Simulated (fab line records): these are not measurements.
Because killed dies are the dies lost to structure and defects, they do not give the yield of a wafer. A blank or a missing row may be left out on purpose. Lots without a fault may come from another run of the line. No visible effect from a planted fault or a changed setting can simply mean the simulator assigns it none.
A struck lot beside a sound one ; flow n5 finfet ; 15 out of 1938 route steps
Sound: these wafers, L722.1, L722.2, L722.6. Struck: wafer L726.1 (L726.5, L726.6, from the same lot, were not struck and are left out); the cause is given at the end.
Each step with rows lists, per side, the tool, then ch with its chambers, then its first start. Under that, the readings that differ: sound wafers ; struck wafers ; difference of the means ; sigmas: that difference in standard deviations of wafers without a fault.
alike: a reading whose means differ by less than 2 such deviations, as well as words and numbers matching on both sides. not compared: withheld readings; readings where some wafer has no value; bounds like >300 that might hide an equal value; numbers whose values overlap and for which the record gives no deviation.
A row with sigmas, a row that says differs or no value, or rows on one side alone: a step with any of these is where the two part. Non-overlapping numbers with no deviation appear without sigmas and do not part them. Lack of a reading on every wafer of one side parts them only where that side has two or more wafers.

N5_BEOL_M8_TRENCH_ETCH_37: etches SiCOH lowk in C4F6/O2, target depth 93.478 nm, time 31.2 s.
  sound on rie diel-04 ch 0,2,3; struck on rie diel-01 ch 2
  alike: C4F6_flow_sccm, O2_flow_sccm, drypump motor current A, oes product au, rf vpp V, showerhead plenum p Torr, throttle valve pct
  not compared: rf hours counter h
N5_BEOL_M8_ETCH_41: etches SiCN in CH3F/O2, target depth 31.9 nm, time 57.8 s.
  sound on rie diel-04 ch 0,2,3; struck on rie diel-01 ch 2
  alike: O2_flow_sccm, drypump motor current A, oes product au, rf vpp V, showerhead plenum p Torr, throttle valve pct
  not compared: rf hours counter h
then, 1 step without rows for these wafers: N5_BEOL_M8_STRIP_80 (strips in N2/H2, time 10 s).
N5_BEOL_M8_OCD_MEAS_38:
  sound: ocd-02 at day 11 22:33; struck: ocd-01 at day 13 10:45
  alike: trench depth nm
then, 4 steps without rows for these wafers: N5_BEOL_M8_HM_STRIP_39 (strips TiN in peroxide tin strip, target depth 25 nm, time 158 s); N5_BEOL_M8_SRD_40 (time 30 s); N5_BEOL_M8_PRECLEAN_42 (cleans in residue remover, time 60 s); N5_BEOL_M8_SRD_43 (time 30 s).
N5_BEOL_M8_CD_MEAS_35 targets a cd of 40 nm.
  sound: cd sem-01 at day 11 22:42; struck: cd sem-01 at day 13 10:54
  alike: cd nm
N5_BEOL_M8_CURE_75: cures SiCOH lowk, time 120 s.
  sound on uv cure-02 ch 0, day 11 23:13; struck on uv cure-03 ch 0, day 13 10:56
  alike: lamp power pct, wafer_temp_C_max
N5_BEOL_M8_DEGAS_44: time 60 s.
  sound: pvd sputter-02 at day 12 00:25; struck: pvd sputter-01 at day 13 11:34
  alike: heater power w
then, 1 step without rows for these wafers: N5_BEOL_M8_PRE_CLEAN_45 (time 30 s).
N5_BEOL_M8_ALD_77: deposits TaN, target thk 2 nm, pulse time 2 s, purge time 3 s.
  sound on ald metal-01 ch 0,1,3, day 12 00:32; struck on ald metal-04 ch 1, day 13 11:46
reading;sound;struck;difference;sigmas
purge time s (s);3 3 3;3.1401;+0.1401;
  alike: heater power w
N5_BEOL_M8_SURFACE_TREAT_79:
  sound: pvd sputter-03 at day 12 00:50; struck: pvd sputter-03 at day 13 12:02
  alike: ar flow sccm
  not compared: throttle valve pct
N5_PASSIVATION_PROBE_49:
  the record holds rows for the sound wafers here (prober-02, day 14 19:43) but none for the struck ones

## WHERE THEY PART
Only at N5_PASSIVATION_PROBE_49, within this record.

WHY: whatever the simulator had introduced
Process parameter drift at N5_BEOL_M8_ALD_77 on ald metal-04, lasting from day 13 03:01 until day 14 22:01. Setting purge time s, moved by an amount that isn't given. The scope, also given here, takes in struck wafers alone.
